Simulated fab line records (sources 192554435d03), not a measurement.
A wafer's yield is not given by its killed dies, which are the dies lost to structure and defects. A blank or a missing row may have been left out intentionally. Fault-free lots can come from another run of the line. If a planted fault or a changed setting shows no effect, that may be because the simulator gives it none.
Split-lot experiment -- flow n5 finfet -- route with 1938 steps; 7 lots, 21 wafers read

## THE SPLIT
At N5_BEOL_M6_COAT_05 (resist thk 90 nm), the setting spin rpm was moved away from the recipe's 1500 rpm on 7 of the 21 wafers read, by -7.3% to +7.8%. This setting was run at the recipe's value on the other wafers.

The reading is taken at the split's own step.

## THE READING
CAR-ArF_of_BEOL_M6_COAT_05.thk nm (the simulator's own value, which no gauge read), in nm, at N5_BEOL_M6_COAT_05 (resist thk 90 nm). The file does not state a usual value for it. Across the 14 wafers here that went through the recipe, the average is 90.1 nm and the standard deviation 0.24 nm.

wafer,"tool, chamber at the split","spin rpm as run, rpm",against the recipe,"CAR-ArF_of_BEOL_M6_COAT_05.thk nm, nm",against lot-mates on the recipe
L080.4,"litho track-02, 0",1500,recipe,89.8,-
L080.5,"litho track-02, 0",1500,recipe,89.8,-
L080.6,"litho track-02, 0",1500,recipe,89.8,-
L083.1,"litho track-01, 0",1500,recipe,90,-
L083.3,"litho track-01, 0",1500,recipe,90.2,-
L083.4,"litho track-01, 0",1500,recipe,90.4,-
L082.1,"litho track-02, 0",1500,recipe,90.2,-
L082.3,"litho track-02, 0",1500,recipe,90.2,-
L082.4,"litho track-02, 0",1500,recipe,90,-
L085.1,"litho track-03, 0",1500,recipe,90.4,-
L085.2,"litho track-03, 0",1617,+7.8%,86.8,-3.6
L085.3,"litho track-03, 0",1617,+7.8%,87,-3.4
L087.3,"litho track-03, 0",1391,-7.3%,93.8,+3.8
L087.4,"litho track-03, 0",1500,recipe,90,-
L087.6,"litho track-03, 0",1391,-7.3%,93.6,+3.6
L092.1,"litho track-01, 0",1438,-4.1%,92,+1.6
L092.4,"litho track-01, 0",1500,recipe,90.2,-
L092.5,"litho track-01, 0",1500,recipe,90.6,-
L093.1,"litho track-03, 0",1434,-4.4%,92.4,+2.0
L093.6,"litho track-03, 0",1434,-4.4%,92.4,+2.0
L093.4,"litho track-03, 0",1500,recipe,90.4,-

FIT RESULTS
A straight line over all 21 wafers: CAR-ArF_of_BEOL_M6_COAT_05.thk nm changes by -0.455 nm for each +1% of spin rpm; r = -0.99; the points scatter about the line by 0.25 nm.
The same after taking each lot's own level away (the mean of its wafers on the recipe; 21 wafers): -0.467 nm for each +1%; r = -1.00; scatter 0.17 nm.
The reading moves by 3.6 nm for the largest change in spin rpm, on that fit.
Across the lots, their own levels run from 89.80 to 90.40 nm, a range of 2.5 times the standard deviation given above.
So the lot-to-lot level changes the slope little: the two slopes agree.
Check: with one of the wafers moved furthest among these (+7.8%) left out of the fit, the line predicts -3.64 nm for it against its lot-mates. Against them it came out at -3.6 nm.

## THE OTHER SPLITS THESE WAFERS WENT THROUGH
Note: prior to the reading, these wafers also went through further splits. Each is held against what the fit with the lots' levels taken away leaves over:
other split on the same wafers,wafers away from the commonest value,r with CAR-ArF_of_BEOL_M6_COAT_05.thk nm (lot level and that fit taken away)
N5_BEOL_M2_COAT_61 spin rpm,4,-0.47
N5_BEOL_M2_COAT_73 temp c,6,-0.29
N5_BEOL_M2_COAT_22 spin rpm,6,+0.29
N5_BEOL_M2_DESCUM_33 time s,5,+0.08
N5_BEOL_M3_ETCH_64 time s,10,+0.21
N5_BEOL_M3_COAT_76 spin rpm,7,+0.02
N5_BEOL_M3_TRENCH_ETCH_37 source w,10,-0.22
N5_BEOL_M4_SPUTTER_48 time s,9,-0.17

## FILE'S OWN FIT
CAR-ArF_of_BEOL_M6_COAT_05.thk nm changes by -0.464 nm for each +1% of spin rpm, r = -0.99.
